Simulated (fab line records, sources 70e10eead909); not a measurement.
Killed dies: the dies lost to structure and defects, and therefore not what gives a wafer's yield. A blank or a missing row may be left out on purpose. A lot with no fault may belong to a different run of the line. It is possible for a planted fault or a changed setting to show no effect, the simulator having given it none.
fab line records | flow nand_harc | part 2 of 2: steps 26 to 37 of 37
[record] lots = 5 wafers = 15 last_day = 27
route steps=1159 shown P_GATE@182 P_CONTACT@217
lots with no fault: from the same line, run without faults
start_h: start of the lot's first displayed wafer, in hours after the record's first day | wait_h: hours since the lot's step before | " identical to the entry in the row above | L1.1+2: several wafers, shown together as one row | - no value present, or no start provided | * or withheld: withheld | < > ~ a bound
route shown NAME@n: a module of which the file shows steps, and the number in the route of the first | usual: average and standard deviation across the fault-free wafers | same: alike in all rows | chamber/n: place in a boat | sites: the reading at each site | _std_site: their standard deviation | _edge_site: outer sites' mean less inner sites' | radius_mm: how far each site lies from the wafer's centre | mask NAME#n: copy n | behind: the most recent tool/chamber to have shaped the wafer | hold: why the lot was held/for how many hours/how that ended | device: which transistor (n, p or np) failed to switch | end of line: tests run on the same wafers once the route is complete | where a step has no rows: the recipe by itself | killed: the dies lost at the first sort to structure and to defects; this is not the yield of the wafer | map: the dies of a wafer, with x for killed, . for not killed, _ for no die there
set.NAME: the setting that was run; set.NAME@STEP: the one run at that earlier step | model.NAME: the simulator's own value behind a step, which no gauge read
a table for each step, a row for each wafer; lots at some steps of the route
services: a tool's chamber out of use, with start hour (start_h, from the record's first day; less than 0 if before it), hours out, and reason
[[steps]]
[step NHARC_P_GATE_RTA_64]
[recipe] temp_c = 1050 time_s = 1
[usual] lamp_power_pct = 30.9/1.3 wafer_temp_C_max = 1055.4/1.7
// columns lot.wafer tool chamber start_h wait_h lamp_power_pct wafer_temp_C_max
L076.2 rtp_anneal-01 0 115.37 - 31.9 1054.2
L076.5 " 0 " " 31.8 1054.3
L076.6 " 0 " " 31.9 1054.9
L082.1 rtp_anneal-01 0 148.89 - 31.9 1055.0
L082.3 " 0 " " 31.8 1054.2
L082.5 " 0 " " 31.9 1054.1
L091.2 rtp_anneal-01 0 209.47 - 31.9 1055.1
L091.5 " 0 " " 31.9 1055.4
L091.6 " 0 " " 31.9 1054.2
L093.3 rtp_anneal-02 0 227.71 - 29.2 1059.1
L093.4 " 0 " " 29.2 1056.8
L093.6 " 0 " " 29.1 1057.2
L096.1 rtp_anneal-02 0 237.53 - 29.2 1055.7
L096.3 " 0 " " 29.2 1056.9
L096.4 " 0 " " 29.2 1056.0
[step NHARC_P_GATE_ETCH_77]
[recipe] target_depth_a = 60 chemistry = dHF material = SiO2
// columns lot.wafer tool chamber start_h wait_h
L076.5+6+2 wet_bench-07 3,7,0 115.54 0.1
L082.3+5+1 wet_bench-07 3,4,7 149.09 0.1
L091.5+2+6 wet_bench-07 2,6,7 209.65 0.1
L093.3+4+6 wet_bench-04 0,3,5 227.86 0.1
L096.1+4+3 wet_bench-04 0,3,4 237.73 0.2
[step NHARC_P_GATE_DEGAS_109]
[recipe] temp_c = 300 time_s = 60
[usual] heater_power_w = 481/39
// columns lot.wafer tool chamber start_h wait_h heater_power_w
L076.2 pvd_sputter-03 - 115.65 0.1 526
L076.5 " - " " 520
L076.6 " - " " 520
L082.1 pvd_sputter-01 - 149.19 0.1 482
L082.3 " - " " 521
L082.5 " - " " 515
L091.2 pvd_sputter-03 - 209.75 0.1 471
L091.5 " - " " 465
L091.6 " - " " 407
L093.3 pvd_sputter-02 - 227.96 0.1 452
L093.4 " - " " 434
L093.6 " - " " 456
L096.3 pvd_sputter-03 - 237.84 0.1 490
L096.1 " - " " 411
L096.4 " - " " 517
[step NHARC_P_GATE_PRE_CLEAN_110]
[recipe] time_s = 30 bias_v = 200 gas = Ar
// columns lot.wafer tool chamber start_h wait_h
L076.2+5+6 pvd_sputter-03 - - -
L082.3+1+5 pvd_sputter-01 - - -
L091.2+5+6 pvd_sputter-03 - - -
L093.3+4+6 pvd_sputter-02 - - -
L096.4+1+3 pvd_sputter-03 - - -
[step NHARC_P_GATE_SPUTTER_78]
[recipe] target_thk_a = 100 material = Ni
// columns lot.wafer tool chamber start_h wait_h
L076.2+5+6 pvd_sputter-03 - - -
L082.3+1+5 pvd_sputter-01 - - -
L091.2+5+6 pvd_sputter-03 - - -
L093.4+3+6 pvd_sputter-02 - - -
L096.4+1+3 pvd_sputter-03 - - -
[step NHARC_P_GATE_SPUTTER_79]
[recipe] target_thk_a = 100 material = TiN
// columns lot.wafer tool chamber start_h wait_h
L076.2+6+5 pvd_sputter-03 - - -
L082.1+3+5 pvd_sputter-01 - - -
L091.2+5+6 pvd_sputter-03 - - -
L093.3+4+6 pvd_sputter-02 - - -
L096.4+3+1 pvd_sputter-03 - - -
[step NHARC_P_GATE_RTA_80]
[recipe] temp_c = 300 time_s = 30
[usual] wafer_temp_C_max = 301.7/0.54
// columns lot.wafer tool chamber start_h wait_h wafer_temp_C_max
L076.2 rtp_anneal-02 0 115.98 - 302.1
L076.5 " 0 " " 302.0
L076.6 " 0 " " 301.9
L082.1 rtp_anneal-02 0 149.49 - 301.7
L082.3 " 0 " " 302.0
L082.5 " 0 " " 302.5
L091.2 rtp_anneal-01 0 210.08 - 301.6
L091.5 " 0 " " 301.3
L091.6 " 0 " " 301.4
L093.3 rtp_anneal-02 0 228.34 - 302.7
L093.4 " 0 " " 301.8
L093.6 " 0 " " 302.0
L096.1 rtp_anneal-02 0 238.14 - 301.7
L096.3 " 0 " " 301.4
L096.4 " 0 " " 302.2
[step NHARC_P_GATE_STRIP_67]
[recipe] time_s = 600 temp_c = 130 chemistry = SPM
// columns lot.wafer tool chamber start_h wait_h
L076.2+5+6 wet_bench-06 6,7,0 116.15 0.1
L082.5+1+3 wet_bench-06 6,7,0 149.72 0.1
L091.5+2+6 wet_bench-07 6,7,1 210.25 0.1
L093.3+4+6 wet_bench-07 1,3,5 228.49 0.1
L096.3+4+1 wet_bench-04 0,4,5 238.34 0.1
[step NHARC_P_GATE_RTA_82]
[recipe] temp_c = 450 time_s = 30
[usual] lamp_power_pct = 3.60/0.16 wafer_temp_C_max = 452.4/0.74
// columns lot.wafer tool chamber start_h wait_h lamp_power_pct wafer_temp_C_max
L076.2 rtp_anneal-01 0 116.44 - 3.74 451.9
L076.5 " 0 " " 3.74 452.4
L076.6 " 0 " " 3.73 451.7
L082.1 rtp_anneal-01 0 150.07 - 3.73 451.6
L082.3 " 0 " " 3.74 451.7
L082.5 " 0 " " 3.73 451.4
L091.2 rtp_anneal-01 0 210.54 - 3.73 452.0
L091.5 " 0 " " 3.73 452.2
L091.6 " 0 " " 3.74 452.0
L093.3 rtp_anneal-02 0 228.80 - 3.42 453.5
L093.4 " 0 " " 3.41 453.0
L093.6 " 0 " " 3.41 453.7
L096.1 rtp_anneal-02 0 238.60 - 3.42 453.9
L096.3 " 0 " " 3.42 453.0
L096.4 " 0 " " 3.42 453.1
[step NHARC_P_GATE_INSPECT_68]
[usual] raw_defect_count = 201/83
// columns lot.wafer tool chamber start_h wait_h raw_defect_count
L076.2 defect_inspect-01 - 116.61 0.1 226
L076.5 " - " " 204
L076.6 " - " " 215
L082.1 defect_inspect-02 - 150.27 0.2 245
L082.3 " - " " 123
L082.5 " - " " 104
L091.2 defect_inspect-01 - 210.71 0.1 150
L091.5 " - " " 268
L091.6 " - " " 336
L093.3 defect_inspect-01 - 228.94 0.1 123
L093.4 " - " " 197
L093.6 " - " " 282
L096.1 defect_inspect-02 - 238.80 0.2 289
L096.3 " - " " 204
L096.4 " - " " 173
[step NHARC_P_CONTACT_DEP_30]
[recipe] target_thk_a = 300 temp_c = 400 target_thk_nm = 30 flow_sccm = 200 rf_w = 450 material = SiNx
[usual] heater_power_w = 723/60 rf_fwd_power_W = 448.8/1.5
// columns lot.wafer tool chamber start_h wait_h heater_power_w rf_fwd_power_W
L076.2 pecvd-01 2 117.31 0.7 740 449.6
L076.5 " 0 " " 737 448.7
L076.6 " 2 " " 743 448.6
L082.1 pecvd-01 1 150.37 0.1 705 450.5
L082.3 " 2 " " 733 449.4
L082.5 " 1 " " 719 450.2
L091.2 pecvd-03 1 211.07 0.4 679 448.2
L091.6 " 2 " " 803 448.5
L091.5 " 0 " " 679 449.2
L093.3 pecvd-03 0 229.24 0.3 633 447.2
L093.4 " 2 " " 825 450.1
L093.6 " 0 " " 634 451.4
L096.1 pecvd-03 0 238.88 0.1 593 449.0
L096.3 " 1 " " 706 450.1
L096.4 " 1 " " 708 446.4
[step NHARC_P_CONTACT_DEP_00]
[recipe] target_thk_a = 5000 temp_c = 400 pressure_torr = 6.5 rf_w = 900 teos_flow_sccm = 161.4 flow_sccm = 2650 target_thk_nm = 500 gas = O2 material = SiO2
[usual] chamber_pressure_Torr = 6.498/0.013 heater_power_w = 563/60 rf_fwd_power_W = 898.2/2.7 throttle_valve_pct = 16.1/0.43
// columns lot.wafer tool chamber start_h wait_h chamber_pressure_Torr heater_power_w rf_fwd_power_W throttle_valve_pct
L076.2 pecvd-01 2 - - 6.489 621 897.3 16.0
L076.5 " 0 " " 6.484 629 898.7 15.6
L076.6 " 2 " " 6.525 622 893.4 16.0
L082.1 pecvd-01 1 - - 6.504 579 899.8 15.7
L082.3 " 2 " " 6.513 624 896.0 16.0
L082.5 " 1 " " 6.497 625 897.2 15.9
L091.2 pecvd-03 1 - - 6.487 529 901.8 16.1
L091.6 " 2 " " 6.487 604 897.3 15.6
L091.5 " 0 " " 6.506 502 897.0 16.0
L093.3 pecvd-03 0 - - 6.519 466 896.9 16.2
L093.4 " 2 " " 6.508 634 899.4 16.0
L093.6 " 0 " " 6.484 480 897.6 16.4
L096.1 pecvd-03 0 - - 6.514 476 897.1 16.3
L096.3 " 1 " " 6.499 507 896.8 16.2
L096.4 " 1 " " 6.488 514 898.9 16.2
[[services]]
// columns tool chamber start_h hours kind
wet_bench-07 - 96.00 8.0 pm
plasma_asher-01 - 99.00 9.0 pm
pvd_sputter-03 - 102.00 10.0 pm
plasma_asher-02 - 107.91 1.4 repair
pecvd-03 - 111.00 13.0 pm
rie_diel-04 - 111.98 9.0 pm
pvd_sputter-01 - 124.79 1.1 repair
wet_bench-06 - 129.63 8.0 pm
rie_diel-11 0 136.05 3.2 repair
rie_diel-04 1 137.93 4.7 repair
pvd_sputter-02 - 140.30 20.0 repair
pvd_sputter-01 - 158.00 10.0 pm
implanter-01 - 161.92 1.5 repair
wet_bench-04 - 163.20 8.0 pm
plasma_asher-02 - 183.12 9.0 pm
krf_scanner-02 - 184.03 2.4 repair
litho_track-07 - 189.00 7.0 pm
rie_diel-11 - 189.65 9.0 pm
rie_diel-04 - 191.45 2.7 repair
pvd_sputter-03 - 204.12 0.7 repair
krf_scanner-02 - 210.00 4.0 pm
litho_track-03 - 213.00 7.0 pm
rie_diel-04 2 233.99 2.6 repair
litho_track-05 - 237.01 7.0 pm
